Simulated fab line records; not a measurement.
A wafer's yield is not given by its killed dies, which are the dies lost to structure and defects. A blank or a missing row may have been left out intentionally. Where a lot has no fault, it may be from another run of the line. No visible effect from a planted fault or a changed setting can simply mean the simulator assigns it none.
A struck lot beside a sound one + flow n5-finfet + 14 out of 1938 route steps
Sound: the wafers L831.2, L831.3, L831.5. Wafers L839.2, L839.4, L839.6 were the ones struck. The cause is named last.
Order at every step that has rows: each side's tool, ch and its chambers, its first start. Under that, the readings that differ: sound wafers + struck wafers + difference of the means + sigmas: that difference in standard deviations of wafers without a fault.
alike: a reading whose means differ by less than 2 such deviations, as well as words and numbers matching on both sides. not compared: withheld readings; readings where some wafer has no value; bounds like >300 that might hide an equal value; numbers whose values overlap and for which the record gives no deviation.
The two part at a step that has a row with sigmas, a row that says differs or no value, or rows on one side only. Numbers that don't overlap but have no deviation are shown without sigmas and don't part them. A reading missing from all wafers of one side parts the sides only when that side holds two or more wafers.

N5_BEOL_M7_ETCH_62: etches SOC in N2/H2, target depth 110 nm, overetch 22 nm, time 165 s.
  sound on rie-diel-06 ch 0,1,3, day 11 01:13; struck on rie-diel-04 ch 0,1,2, day 12 16:35
  alike: drypump-motor-current-A, h2-flow-sccm, oes-product-au, rf-vpp-V, showerhead-plenum-p-Torr, throttle-valve-pct
  not compared: rf-hours-counter-h
then, 1 step without rows for these wafers: N5_BEOL_M7_STRIP_68 (strips in N2/H2).
N5_BEOL_M7_STRIP_67: strips in CF4.
  sound on rie-diel-06 ch 0,1,3, day 11 01:22; struck on rie-diel-04 ch 0,1,2, day 12 16:44
  alike: drypump-motor-current-A, oes-product-au, rf-vpp-V, showerhead-plenum-p-Torr, throttle-valve-pct
  not compared: rf-hours-counter-h
N5_BEOL_M7_HM_OPEN_17: chemistry Cl2/BCl3, target TiN, target depth 20 nm, overetch 6 nm.
  sound on rie-metal-01 ch 0,1, day 11 01:25; struck on rie-metal-03 ch 0,1, day 12 16:46
  alike: drypump-motor-current-A, mfc-ar-sccm, oes_ar_750_au, oes-product-au, throttle-valve-pct
  not compared: rf-hours-counter-h
N5_BEOL_M7_STRIP_19: strips in O2.
  sound on rie-diel-04 ch 0,1, day 11 01:40; struck on rie-diel-04 ch 0,1,2, day 12 16:53
  alike: drypump-motor-current-A, o2-flow-sccm, oes-product-au, rf-vpp-V, showerhead-plenum-p-Torr, throttle-valve-pct
  not compared: rf-hours-counter-h
N5_BEOL_M7_CD_MEAS_18: pitch 80 nm, target cd 40 nm.
  sound on cd-sem-02, day 11 01:44; struck on cd-sem-02, day 12 16:58
  alike: cd-nm
then, 6 steps without rows for these wafers: N5_BEOL_M7_COAT_63 (time 60 s, resist thk 60 nm); N5_BEOL_M7_COAT_64 (time 60 s, resist thk 12 nm); N5_BEOL_M7_COAT_71 (time 60 s, resist thk 5 nm); N5_BEOL_M7_COAT_22 (resist thk 30 nm); N5_BEOL_M7_EBR_24; N5_BEOL_M7_SOFTBAKE_23 (time 60 s).
N5_BEOL_M7_EXPOSE_25: exposes mask V6, target cd 40 nm.
  struck on euv-scanner-01, day 12 17:11; sound on euv-scanner-02 ch 0, day 11 02:47
  no value came back on the struck wafers for exposure-dose-mJ-cm2, focus-offset-nm (nm), sigma-inner; on the sound wafers exposure-dose-mJ-cm2 reads 42.37 42.45 42.36
  alike: mask
then, 1 step without rows for these wafers: N5_BEOL_M7_PEB_26 (peb time 60 s).

== WHERE THEY PART ==
Within this record, at N5_BEOL_M7_EXPOSE_25 only.

WHY: whatever the simulator had introduced
At N5_BEOL_M7_EXPOSE_25, the step was skipped entirely on euv-scanner-01 from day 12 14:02 on. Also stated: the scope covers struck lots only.
